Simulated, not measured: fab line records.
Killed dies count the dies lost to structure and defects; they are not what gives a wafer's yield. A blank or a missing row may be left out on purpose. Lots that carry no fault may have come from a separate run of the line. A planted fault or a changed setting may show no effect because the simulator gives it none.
A lot that was struck, set against a sound lot / flow nand-harc / 14 out of 1302 route steps
Sound: the wafers L442.1, L442.2, L442.6. Wafers L457.2, L457.5, L457.6 were the ones struck. The cause is named last.
Each step with rows lists, per side, the tool, then ch with its chambers, then its first start. Under that, the readings that differ: sound wafers / struck wafers / difference of the means / sigmas: that difference in standard deviations of wafers without a fault.
alike: readings with means less than 2 such deviations apart, plus words and numbers identical on both sides. not compared: withheld readings, readings lacking a value on some wafer, bounds such as >300 that could conceal the same value, and numbers that have no deviation in the record and whose values overlap.
Wherever a step has rows on one side only, a row that says differs or no value, or a row with sigmas, the two part there. Non-overlapping numbers with no deviation appear without sigmas and do not part them. Lack of a reading on every wafer of one side parts them only where that side has two or more wafers.

NHARC_A_M0_CMP_23: polishes, t overpolish 20 s, target thk 113.75 nm.
  sound on cmp-04 ch 1,2, day 25 08:40; struck on cmp-03 ch 0,2,3, day 31 01:16
  alike: motor-current-A, time-to-endpoint-s
NHARC_A_M0_THK_MEAS_24: measures by xrf.
  sound on film-metro-02, day 25 08:59; struck on film-metro-02, day 31 01:32
  alike: thk-nm
then, 1 step without rows for these wafers: NHARC_A_M0_SRD_25.
NHARC_A_M0_INSPECT_27:
  sound on defect-inspect-01, day 25 09:08; struck on defect-inspect-02, day 31 01:41
  alike: raw-defect-count
NHARC_A_M0_PRE_CLEAN_31: time 12 s.
  sound on pecvd-02 ch 0,1, day 25 09:13; struck on pecvd-03 ch 0,2, day 31 01:45
  alike: heater-power-w
NHARC_A_M0_DEP_32: deposits SiCN, target thk 30 nm.
  sound on pecvd-02 ch 0,1, day 25 09:20; struck on pecvd-03 ch 0,2, day 31 01:50
  alike: heater-power-w
then, 5 steps without rows for these wafers: NHARC_A_M1_DEP_00 (deposits SiOC, target thk 182.5 nm); NHARC_A_M1_DEHYDRATE_01 (time 120 s); NHARC_A_M1_HMDS_02 (time 30 s); NHARC_A_M1_COAT_34 (time 65 s); NHARC_A_M1_COAT_03 (resist thk 90 nm).
NHARC_A_M1_SOFTBAKE_04: time 55 s.
  sound on litho-track-04 ch 0, day 25 10:00; struck on litho-track-04 ch 0, day 31 02:00
reading=heater-power-total-W (W); sound=188.36 188.40 188.54; struck=177.71 177.31 177.31; difference=-10.99; sigmas=-79
reading=plate-temp-C (C); sound=104.77 105.13 104.96; struck=100.33 100.39 100.24; difference=-4.63; sigmas=-33
then, 1 step without rows for these wafers: NHARC_A_M1_EBR_05.
NHARC_END_SORT_01:
  the record has rows for the sound wafers here (prober-02 ch 0, day 27 00:28) and none for the struck ones

== WHERE THEY PART ==
Last at NHARC_END_SORT_01 as far as this record goes, first at NHARC_A_M1_SOFTBAKE_04.

WHY: the cause the simulator had injected
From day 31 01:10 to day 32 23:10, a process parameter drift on litho-track-04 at NHARC_A_M1_SOFTBAKE_04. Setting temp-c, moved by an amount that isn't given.
